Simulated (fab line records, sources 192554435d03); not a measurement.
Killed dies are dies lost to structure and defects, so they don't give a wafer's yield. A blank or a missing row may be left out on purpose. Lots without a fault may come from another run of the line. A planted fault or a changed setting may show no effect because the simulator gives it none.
Chamber matching | flow n5_finfet | N5_BEOL_M10_CMP_52 on cmp-04: 3 sister chambers
The step polishes, stops on SiCOH lowk, t overpolish 7 s, target thk 140 nm. 16 wafers are shown with their chamber, then 7 later ones without.

WAFERS WITH THEIR CHAMBER
wafer  | chamber | motor_current_A (A) | clearing_platen_rpm (rpm) | retaining_ring_pressure_frac
L078.1 | 3       | 6.3                 | 50.012                    | 1.009
L078.2 | 0       | 5.4                 | 50.010                    | 1.002
L078.3 | 1       | 7.2                 | 50.002                    | 0.998
L079.2 | 3       | 5.8                 | 49.963                    | 1.010
L079.3 | 1       | 7.0                 | 50.007                    | 0.997
L079.5 | 0       | 5.2                 | 50.029                    | 0.999
L082.3 | 3       | 5.9                 | 49.950                    | 1.001
L082.4 | 0       | 5.3                 | 50.001                    | 1.012
L082.5 | 3       | 6.2                 | 49.950                    | 0.999
L087.2 | 3       | 6.0                 | 50.013                    | 1.000
L087.3 | 1       | 7.1                 | 49.982                    | 1.003
L087.4 | 0       | 5.8                 | 50.023                    | 0.995
L091.1 | 0       | 5.5                 | 50.025                    | 1.001
L091.2 | 1       | 7.1                 | 49.996                    | 0.998
L091.5 | 1       | 7.1                 | 49.976                    | 0.997
L093.1 | 0       | 5.4                 | 50.011                    | 1.000

SIGNATURES (means of the wafers above)
reading                      | chamber 0 | chamber 1 | chamber 3 | scatter within a chamber
motor_current_A              | 5.433     | 7.100     | 6.040     | 0.177
clearing_platen_rpm          | 50.01650  | 49.99260  | 49.97760  | 0.0205
retaining_ring_pressure_frac | 1.00150   | 0.99860   | 1.00380   | 0.00478
Rule: a wafer's distance from a chamber is the root of the sum, over the readings, of the square of ((its reading less the chamber's mean) divided by the reading's scatter). The wafer belongs to the nearest chamber; if the next one is less than 2 further off, it can't be placed. The scatter: the root of (the sum of the squares of (reading less its chamber's mean) over the shown wafers, divided by (wafers less chambers)).

WAFERS WITHOUT THEIR CHAMBER
wafer  | motor_current_A (A) | clearing_platen_rpm (rpm) | retaining_ring_pressure_frac
L093.2 | 7.0                 | 50.005                    | 0.995
L096.1 | 5.8                 | 49.995                    | 1.004
L096.2 | 5.7                 | 49.979                    | 0.996
L096.6 | 6.2                 | 50.017                    | 0.999
L097.1 | 6.6                 | 50.008                    | 1.001
L097.2 | 5.9                 | 49.981                    | 0.994
L097.4 | 5.5                 | 50.005                    | 1.004

WHICH CHAMBER EACH WENT THROUGH
wafer  | from the rows above     | in truth
L093.2 | 1                       | 1
L096.1 | can't be placed: 3 or 0 | 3
L096.2 | can't be placed: 3 or 0 | 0
L096.6 | 3                       | 3
L097.1 | can't be placed: 1 or 3 | 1
L097.2 | can't be placed: 3 or 0 | 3
L097.4 | 0                       | 0
Placed correctly: 3 of 7. Can't be placed from these rows: 4 (the true chamber is among the candidates in 4). Placed wrongly: 0.
